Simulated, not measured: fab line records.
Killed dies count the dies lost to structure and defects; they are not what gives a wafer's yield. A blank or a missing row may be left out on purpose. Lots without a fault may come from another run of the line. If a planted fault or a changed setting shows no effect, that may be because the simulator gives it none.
Which tool was responsible?    flow nand_harc    22 lots with 66 wafers sampled at 6 steps, on a route of 1302 steps

== WHAT EACH GAUGE READ, for each wafer ==
No reading from a measuring or inspecting step in the record can be judged against a usual standard deviation.

== WHICH TOOL RAN EACH LOT (tool, then ch and the chambers of the sampled wafers, then the start) ==
lot   NHARC_A_BLC_ETCH_17                            NHARC_A_BLC_STRIP_29                NHARC_A_M0_STRIP_18                 NHARC_A_M0_PRE_CLEAN_31          NHARC_A_M1_ETCH_28                             NHARC_A_M1_DEP_33
L074  rie_diel-01 ch 0,1,2, day 22 21:33 or earlier  rie_diel-03 ch 1,2,3, day 22 21:33  rie_diel-09 ch 0,1,3, day 23 00:51  pecvd-01 ch 0,1, day 23 03:04    rie_diel-11 ch 1,2,3, day 23 07:24 or earlier  pecvd-04 ch 1,2, day 23 07:24
L076  rie_diel-03 ch 0,2,3, day 23 05:12 or earlier  rie_diel-05 ch 0,1,3, day 23 05:12  rie_diel-09 ch 0,1,3, day 23 08:41  pecvd-04 ch 0,1,2, day 23 10:52  rie_diel-10 ch 0,2,3, day 23 15:05 or earlier  pecvd-03 ch 1,2, day 23 15:05
L075  rie_diel-05 ch 0,2, day 23 08:21 or earlier    rie_diel-03 ch 0,2,3, day 23 08:21  rie_diel-09 ch 0,2, day 23 11:44    pecvd-04 ch 0,1,2, day 23 13:56  rie_diel-11 ch 0,1,2, day 23 18:24 or earlier  pecvd-03 ch 1,2, day 23 18:24
L077  rie_diel-05 ch 0,1,2, day 23 15:09 or earlier  rie_diel-03 ch 0,1,3, day 23 15:09  rie_diel-13 ch 1,3, day 23 18:31    pecvd-04 ch 0,1,2, day 23 20:52  rie_diel-02 ch 1,3, day 24 01:11 or earlier    pecvd-04 ch 0,2, day 24 01:11
L079  rie_diel-05 ch 0,1,2, day 24 02:59 or earlier  rie_diel-01 ch 0,3, day 24 02:59    rie_diel-09 ch 1,2,3, day 24 06:22  pecvd-04 ch 0,1,2, day 24 08:31  rie_diel-11 ch 2,3, day 24 12:40 or earlier    pecvd-03 ch 1,2, day 24 12:40
L078  rie_diel-05 ch 1,2,3, day 24 16:08 or earlier  rie_diel-05 ch 1,2, day 24 16:08    rie_diel-13 ch 1,3, day 24 19:31    pecvd-04 ch 0,1, day 24 21:42    rie_diel-10 ch 0,3, day 25 02:02 or earlier    pecvd-03 ch 0,2, day 25 02:02
L080  rie_diel-05 ch 0,2, day 24 22:11 or earlier    rie_diel-05 ch 0,1,3, day 24 22:11  rie_diel-13 ch 0,1,2, day 25 01:27  pecvd-04 ch 1,2, day 25 03:38    rie_diel-02 ch 1,3, day 25 07:55 or earlier    pecvd-01 ch 0,1, day 25 07:55
L081  rie_diel-03 ch 0,2, day 24 22:31 or earlier    rie_diel-05 ch 1,2, day 24 22:31    rie_diel-08 ch 2,3, day 25 02:18    pecvd-04 ch 0,1,2, day 25 04:32  rie_diel-11 ch 0,3, day 25 08:49 or earlier    pecvd-03 ch 0,1,2, day 25 08:49
L083  rie_diel-03 ch 2,3, day 26 21:56 or earlier    rie_diel-05 ch 0,1,2, day 26 21:56  rie_diel-13 ch 2,3, day 27 01:13    pecvd-03 ch 0,1, day 27 03:22    rie_diel-11 ch 1,3, day 27 08:10 or earlier    pecvd-01 ch 1,2, day 27 08:10
L084  rie_diel-01 ch 0,2,3, day 27 05:11 or earlier  rie_diel-03 ch 1,2,3, day 27 05:11  rie_diel-08 ch 1,2,3, day 27 08:28  pecvd-03 ch 0,1,2, day 27 10:41  rie_diel-10 ch 0,2,3, day 27 14:55 or earlier  pecvd-01 ch 0,2, day 27 14:55
L085  rie_diel-05 ch 0,2,3, day 27 08:27 or earlier  rie_diel-03 ch 0,1,2, day 27 08:27  rie_diel-08 ch 1,2,3, day 27 11:53  pecvd-03 ch 1,2, day 27 14:00    rie_diel-10 ch 0,2,3, day 27 18:23 or earlier  pecvd-03 ch 0,2, day 27 18:23
L088  rie_diel-03 ch 1,2,3, day 27 23:18 or earlier  rie_diel-03 ch 0,2,3, day 27 23:18  rie_diel-09 ch 0,1,3, day 28 02:34  pecvd-03 ch 0,2, day 28 04:41    rie_diel-11 ch 0,2,3, day 28 08:59 or earlier  pecvd-03 ch 1,2, day 28 08:59
L086  rie_diel-05 ch 1,2, day 28 00:18 or earlier    rie_diel-03 ch 2,3, day 28 00:18    rie_diel-13 ch 0,1,2, day 28 04:09  pecvd-03 ch 0,1,2, day 28 06:19  rie_diel-02 ch 1,3, day 28 10:37 or earlier    pecvd-04 ch 0,1,2, day 28 10:37
L089  rie_diel-01 ch 0,3, day 28 13:14               rie_diel-05 ch 2,3, day 28 14:34    rie_diel-08 ch 0,1,3, day 28 18:05  pecvd-04 ch 0,1, day 28 20:36    rie_diel-11 ch 2,3, day 29 00:53 or earlier    pecvd-03 ch 0,2, day 29 00:53
L090  rie_diel-03 ch 1,3, day 29 21:03 or earlier    rie_diel-05 ch 0,1,3, day 29 21:03  rie_diel-09 ch 2,3, day 30 00:23    pecvd-04 ch 0,1,2, day 30 02:36  rie_diel-02 ch 0,3, day 30 06:52 or earlier    pecvd-01 ch 0,2, day 30 06:52
L091  rie_diel-03 ch 0,2,3, day 30 01:54 or earlier  rie_diel-01 ch 0,1,2, day 30 01:54  rie_diel-08 ch 0,1,2, day 30 05:20  pecvd-03 ch 0,2, day 30 07:31    rie_diel-10 ch 0,1,3, day 30 11:43 or earlier  pecvd-04 ch 0,2, day 30 11:43
L087  rie_diel-05 ch 0,1,3, day 30 05:40 or earlier  rie_diel-03 ch 0,1,3, day 30 05:40  rie_diel-13 ch 0,1,3, day 30 09:04  pecvd-01 ch 0,1,2, day 30 11:14  rie_diel-02 ch 0,1,2, day 30 15:19 or earlier  pecvd-03 ch 0,1,2, day 30 15:19
L092  rie_diel-05 ch 0,1,2, day 30 12:56 or earlier  rie_diel-03 ch 0,3, day 30 12:56    rie_diel-09 ch 2,3, day 30 16:19    pecvd-01 ch 0,2, day 30 18:28    rie_diel-02 ch 0,1,2, day 30 22:41 or earlier  pecvd-01 ch 1,2, day 30 22:41
L096  rie_diel-03 ch 1,2,3, day 31 03:37 or earlier  rie_diel-05 ch 0,1,3, day 31 03:37  rie_diel-09 ch 0,3, day 31 06:59    pecvd-04 ch 0,2, day 31 09:10    rie_diel-11 ch 0,2, day 31 13:28 or earlier    pecvd-04 ch 0,2, day 31 13:28
L094  rie_diel-03 ch 0,1,3, day 31 06:26 or earlier  rie_diel-01 ch 0,1,3, day 31 06:26  rie_diel-13 ch 0,1,2, day 31 09:40  pecvd-01 ch 0,1,2, day 31 11:53  rie_diel-11 ch 0,1,2, day 31 16:07 or earlier  pecvd-04 ch 0,1,2, day 31 16:07
L095  rie_diel-03 ch 0,1, day 31 12:53 or earlier    rie_diel-05 ch 2,3, day 31 12:53    rie_diel-13 ch 0,2, day 31 16:11    pecvd-04 ch 1,2, day 31 18:23    rie_diel-10 ch 2,3, day 31 23:10 or earlier    pecvd-03 ch 0,1, day 31 23:10
L097  rie_diel-03 ch 0,1,3, day 32 02:01 or earlier  rie_diel-03 ch 1,2, day 32 02:01    rie_diel-08 ch 0,1,3, day 32 05:38  pecvd-04 ch 0,1,2, day 32 08:46  rie_diel-10 ch 0,1,3, day 32 13:03 or earlier  pecvd-04 ch 1,2, day 32 13:03
- NHARC_A_BLC_ETCH_17: etches the open film in N2/H2, target depth 390 nm, time 609.38 s.
- NHARC_A_BLC_STRIP_29: strips in CF4.
- NHARC_A_M0_STRIP_18: strips in N2/H2.
- NHARC_A_M0_PRE_CLEAN_31: time 12 s.
- NHARC_A_M1_ETCH_28: etches the open film in CF4/N2, target depth 30 nm, time 72.99 s.
- NHARC_A_M1_DEP_33: deposits SiCN, target thk 30 nm.

== AS READ BY THE TOOLS THEMSELVES (means over the sampled wafers that have a number; for cases with no such wafer, the mark the record gives instead) ==
NHARC_A_BLC_ETCH_17.
lot   tool         drypump_motor_current_A (A)  n2_flow_sccm (sccm)  oes_product_au (a.u.)  rf_vpp_V (V)  showerhead_plenum_p_Torr (Torr)  throttle_valve_pct (%)
L074  rie_diel-01  5.3                          150.1                0.989                  431.0         2.07                             14.172
L076  rie_diel-03  6.0                          150.0                1.012                  429.7         2.02                             14.171
L075  rie_diel-05  5.9                          149.8                1.005                  433.3         2.15                             14.165
L077  rie_diel-05  5.7                          150.2                0.994                  431.9         2.13                             14.174
L079  rie_diel-05  5.7                          149.9                1.002                  432.8         2.13                             14.162
L078  rie_diel-05  5.6                          149.6                1.004                  433.3         2.15                             14.172
L080  rie_diel-05  5.9                          149.9                1.000                  433.2         2.15                             14.160
L081  rie_diel-03  5.9                          149.8                0.997                  431.0         2.04                             14.177
L083  rie_diel-03  6.2                          150.5                1.010                  428.6         1.98                             14.168
L084  rie_diel-01  5.3                          150.2                0.998                  430.5         2.03                             14.176
L085  rie_diel-05  5.9                          150.3                1.002                  432.7         2.14                             14.175
L088  rie_diel-03  6.0                          149.3                1.003                  429.5         2.02                             14.172
L086  rie_diel-05  5.6                          149.9                1.008                  433.1         2.16                             14.167
L089  rie_diel-01  5.3                          150.3                1.007                  430.8         2.05                             14.174
L090  rie_diel-03  6.0                          150.2                1.010                  428.4         1.93                             14.164
L091  rie_diel-03  6.0                          149.8                1.002                  429.7         2.01                             14.166
L087  rie_diel-05  5.7                          149.6                0.996                  432.8         2.11                             14.169
L092  rie_diel-05  5.8                          149.7                1.003                  432.9         2.13                             14.173
L096  rie_diel-03  6.1                          150.0                1.002                  429.4         2.02                             14.164
L094  rie_diel-03  5.9                          150.3                1.004                  428.9         1.96                             14.166
L095  rie_diel-03  5.8                          150.2                1.004                  429.3         1.99                             14.173
L097  rie_diel-03  5.9                          150.4                1.008                  428.3         1.96                             14.172

NHARC_A_BLC_STRIP_29.
lot   tool         drypump_motor_current_A (A)  oes_product_au (a.u.)  rf_vpp_V (V)  showerhead_plenum_p_Torr (Torr)  throttle_valve_pct (%)
L074  rie_diel-03  6.0                          1.003                  59.6          1.76                             13.286
L076  rie_diel-05  5.7                          1.004                  59.5          1.83                             13.291
L075  rie_diel-03  6.0                          1.004                  59.1          1.75                             13.286
L077  rie_diel-03  5.8                          1.017                  58.5          1.71                             13.289
L079  rie_diel-01  5.3                          1.009                  60.3          1.78                             13.276
L078  rie_diel-05  5.5                          0.996                  59.8          1.85                             13.276
L080  rie_diel-05  5.7                          1.006                  60.1          1.83                             13.285
L081  rie_diel-05  5.5                          1.003                  60.3          1.85                             13.277
L083  rie_diel-05  5.8                          0.991                  58.8          1.84                             13.287
L084  rie_diel-03  6.0                          1.000                  59.6          1.76                             13.288
L085  rie_diel-03  5.9                          0.995                  59.6          1.78                             13.282
L088  rie_diel-03  6.0                          1.004                  59.1          1.75                             13.293
L086  rie_diel-03  6.2                          1.006                  58.2          1.79                             13.276
L089  rie_diel-05  5.7                          1.010                  60.1          1.86                             13.290
L090  rie_diel-05  5.7                          0.991                  60.1          1.83                             13.276
L091  rie_diel-01  5.3                          0.990                  58.9          1.78                             13.285
L087  rie_diel-03  5.9                          1.005                  59.1          1.71                             13.281
L092  rie_diel-03  6.0                          1.016                  59.3          1.67                             13.278
L096  rie_diel-05  5.7                          0.994                  59.7          1.83                             13.291
L094  rie_diel-01  5.3                          0.999                  60.1          1.79                             13.299
L095  rie_diel-05  5.7                          1.004                  59.5          1.86                             13.285
L097  rie_diel-03  6.1                          1.005                  59.8          1.82                             13.279

NHARC_A_M0_STRIP_18.
lot   tool         drypump_motor_current_A (A)  n2_flow_sccm (sccm)  oes_product_au (a.u.)  rf_vpp_V (V)  showerhead_plenum_p_Torr (Torr)  throttle_valve_pct (%)
L074  rie_diel-09  5.7                          150.0                1.000                  90.8          2.06                             14.178
L076  rie_diel-09  5.7                          150.0                0.994                  91.5          2.06                             14.172
L075  rie_diel-09  5.1                          149.8                1.008                  91.4          2.06                             14.174
L077  rie_diel-13  5.3                          150.7                0.992                  89.4          1.98                             14.177
L079  rie_diel-09  5.8                          149.9                0.996                  90.7          2.05                             14.170
L078  rie_diel-13  5.4                          149.6                0.990                  90.8          1.98                             14.170
L080  rie_diel-13  5.6                          149.9                0.994                  89.7          1.95                             14.172
L081  rie_diel-08  6.0                          149.8                0.992                  91.7          2.15                             14.165
L083  rie_diel-13  6.3                          149.9                1.005                  90.5          2.01                             14.170
L084  rie_diel-08  5.9                          149.8                0.997                  90.9          2.14                             14.177
L085  rie_diel-08  5.8                          150.1                1.003                  91.5          2.13                             14.182
L088  rie_diel-09  5.7                          150.2                0.991                  90.9          2.06                             14.164
L086  rie_diel-13  5.6                          149.3                0.996                  89.9          1.95                             14.178
L089  rie_diel-08  5.9                          150.1                0.990                  91.0          2.12                             14.171
L090  rie_diel-09  5.7                          150.2                1.005                  90.9          2.03                             14.172
L091  rie_diel-08  5.7                          149.8                0.997                  91.1          2.10                             14.174
L087  rie_diel-13  5.6                          150.1                0.998                  90.9          1.99                             14.173
L092  rie_diel-09  5.6                          149.9                1.003                  90.4          2.03                             14.175
L096  rie_diel-09  5.6                          150.2                1.003                  91.2          2.04                             14.170
L094  rie_diel-13  5.6                          149.9                0.996                  89.9          1.95                             14.175
L095  rie_diel-13  6.1                          150.1                0.997                  90.1          1.95                             14.175
L097  rie_diel-08  5.9                          149.7                0.998                  91.7          2.12                             14.184

NHARC_A_M0_PRE_CLEAN_31.
lot   tool      heater_power_outer_w (W)  heater_power_w (W)
L074  pecvd-01  395                       623
L076  pecvd-04  338                       576
L075  pecvd-04  340                       575
L077  pecvd-04  335                       570
L079  pecvd-04  368                       617
L078  pecvd-04  313                       555
L080  pecvd-04  341                       572
L081  pecvd-04  326                       559
L083  pecvd-03  394                       665
L084  pecvd-03  383                       669
L085  pecvd-03  339                       602
L088  pecvd-03  373                       641
L086  pecvd-03  403                       684
L089  pecvd-04  341                       583
L090  pecvd-04  333                       566
L091  pecvd-03  419                       710
L087  pecvd-01  415                       666
L092  pecvd-01  438                       685
L096  pecvd-04  331                       566
L094  pecvd-01  413                       655
L095  pecvd-04  351                       584
L097  pecvd-04  339                       587

NHARC_A_M1_ETCH_28.
lot   tool         drypump_motor_current_A (A)  n2_flow_sccm (sccm)  oes_product_au (a.u.)  rf_vpp_V (V)  showerhead_plenum_p_Torr (Torr)  throttle_valve_pct (%)
L074  rie_diel-11  5.5                          100.0                1.001                  315.0         2.65                             19.797
L076  rie_diel-10  5.9                          100.0                0.993                  315.0         2.64                             19.797
L075  rie_diel-11  6.1                          100.0                1.003                  313.8         2.59                             19.801
L077  rie_diel-02  5.8                          99.9                 0.995                  313.5         2.61                             19.791
L079  rie_diel-11  5.8                          100.0                1.000                  316.1         2.72                             19.796
L078  rie_diel-10  6.1                          100.1                1.003                  316.2         2.73                             19.789
L080  rie_diel-02  5.9                          100.4                1.003                  313.0         2.53                             19.801
L081  rie_diel-11  5.5                          100.2                1.004                  315.2         2.69                             19.793
L083  rie_diel-11  5.2                          100.0                0.998                  313.6         2.58                             19.794
L084  rie_diel-10  5.9                          99.6                 1.002                  314.7         2.64                             19.794
L085  rie_diel-10  5.9                          100.0                1.001                  314.1         2.64                             19.800
L088  rie_diel-11  6.0                          100.0                1.009                  315.0         2.68                             19.786
L086  rie_diel-02  5.9                          100.3                1.003                  313.8         2.61                             19.782
L089  rie_diel-11  5.4                          100.1                1.007                  315.8         2.74                             19.791
L090  rie_diel-02  5.7                          100.2                1.004                  315.5         2.69                             19.799
L091  rie_diel-10  5.8                          100.1                1.007                  315.4         2.72                             19.793
L087  rie_diel-02  5.6                          100.0                1.001                  312.6         2.54                             19.791
L092  rie_diel-02  5.6                          99.7                 1.004                  312.3         2.54                             19.803
L096  rie_diel-11  6.5                          100.1                1.005                  314.8         2.62                             19.796
L094  rie_diel-11  6.1                          100.1                1.004                  313.1         2.59                             19.799
L095  rie_diel-10  5.8                          100.1                1.005                  313.6         2.62                             19.804
L097  rie_diel-10  5.8                          100.2                1.007                  315.1         2.71                             19.801

NHARC_A_M1_DEP_33.
lot   tool      heater_power_outer_w (W)  heater_power_w (W)
L074  pecvd-04  327                       545
L076  pecvd-03  332                       606
L075  pecvd-03  312                       580
L077  pecvd-04  272                       480
L079  pecvd-03  305                       571
L078  pecvd-03  305                       547
L080  pecvd-01  358                       568
L081  pecvd-03  302                       543
L083  pecvd-01  338                       539
L084  pecvd-01  372                       609
L085  pecvd-03  351                       617
L088  pecvd-03  359                       646
L086  pecvd-04  294                       512
L089  pecvd-03  345                       625
L090  pecvd-01  401                       639
L091  pecvd-04  285                       524
L087  pecvd-03  338                       601
L092  pecvd-01  396                       636
L096  pecvd-04  286                       507
L094  pecvd-04  283                       511
L095  pecvd-03  312                       549
L097  pecvd-04  279                       497

== THE ANSWER, worked out from the rows above alone ==
Rule: what is usual is taken from the lots themselves. The widest of any qualifying gaps counts: lots, ordered by their means at a reading, are off when they make up no more than a third of the lots, leave a main group of 4 or more, and stand apart from it by 3 or more times the standard deviation of that group's means. A main group is skipped when, at the precision printed for the reading in the tables above, its means are all equal. A lot without any number at a reading at which 4 lots or more have one is off too. Any other lot the step has rows for is counted as sound. The gauges are gone through in route order, then the tools' own readings, and for those a lot's mean is taken as printed above. The first step at which some lot is off is used, and at that step the reading that is off furthest; a lot without a number counts as furthest.
No lot is off at any reading shown: from this, nothing can be told.

== WHAT WAS PUT IN BY THE SIMULATOR ==
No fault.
